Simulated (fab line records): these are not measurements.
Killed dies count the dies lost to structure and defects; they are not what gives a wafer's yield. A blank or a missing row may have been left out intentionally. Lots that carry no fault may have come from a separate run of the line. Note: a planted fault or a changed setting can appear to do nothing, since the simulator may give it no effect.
Matching of chambers / flow n5_finfet / ald_hk-01 running N5_MIM_TOP_ALD_00: 4 sister chambers
The step deposits Al2O3, purge time 3 s, co reactant pulse time 3 s. 4 wafers are shown with their chamber, then 9 later ones without.

## WAFERS, EACH WITH ITS CHAMBER
wafer=L084.4 chamber=1 precursor_pulse_height_rel=0.991
wafer=L088.2 chamber=2 precursor_pulse_height_rel=0.953
wafer=L089.5 chamber=0 precursor_pulse_height_rel=1.014
wafer=L089.6 chamber=3 precursor_pulse_height_rel=0.981

## WAFERS WHOSE CHAMBER IS MISSING
wafer=L094.1 precursor_pulse_height_rel=1.015
wafer=L094.5 precursor_pulse_height_rel=1.006
wafer=L094.6 precursor_pulse_height_rel=1.021
wafer=L092.2 precursor_pulse_height_rel=1.006
wafer=L092.3 precursor_pulse_height_rel=1.004
wafer=L092.6 precursor_pulse_height_rel=0.992
wafer=L095.1 precursor_pulse_height_rel=0.958
wafer=L095.4 precursor_pulse_height_rel=0.962
wafer=L095.5 precursor_pulse_height_rel=0.988

## WHICH CHAMBER EACH ONE RAN IN
wafer=L094.1; from the rows above=0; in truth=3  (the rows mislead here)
wafer=L094.5; from the rows above=can't be placed: 0 or 1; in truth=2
wafer=L094.6; from the rows above=0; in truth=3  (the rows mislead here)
wafer=L092.2; from the rows above=can't be placed: 0 or 1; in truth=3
wafer=L092.3; from the rows above=can't be placed: 0 or 1 or 3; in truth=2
wafer=L092.6; from the rows above=can't be placed: 1 or 3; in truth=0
wafer=L095.1; from the rows above=2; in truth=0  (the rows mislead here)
wafer=L095.4; from the rows above=can't be placed: 2 or 3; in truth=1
wafer=L095.5; from the rows above=can't be placed: 1 or 3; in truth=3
Correct placement for 0 of the 9. Cannot be placed on the basis of these rows: 6; the candidates contain the true chamber in 1. Number placed wrongly: 3.
How it was worked out, from the rows above alone: a wafer's distance from a chamber is the root of the sum, over the readings, of the square of ((its reading less the chamber's mean) divided by the reading's scatter). The wafer belongs to the nearest chamber; if the next one is less than 2 further off, it can't be placed. Each chamber's mean is taken over the wafers shown for it. The scatter: with one shown wafer a chamber, the root of the mean of the squares of how far each hidden wafer lies from its nearest shown one.
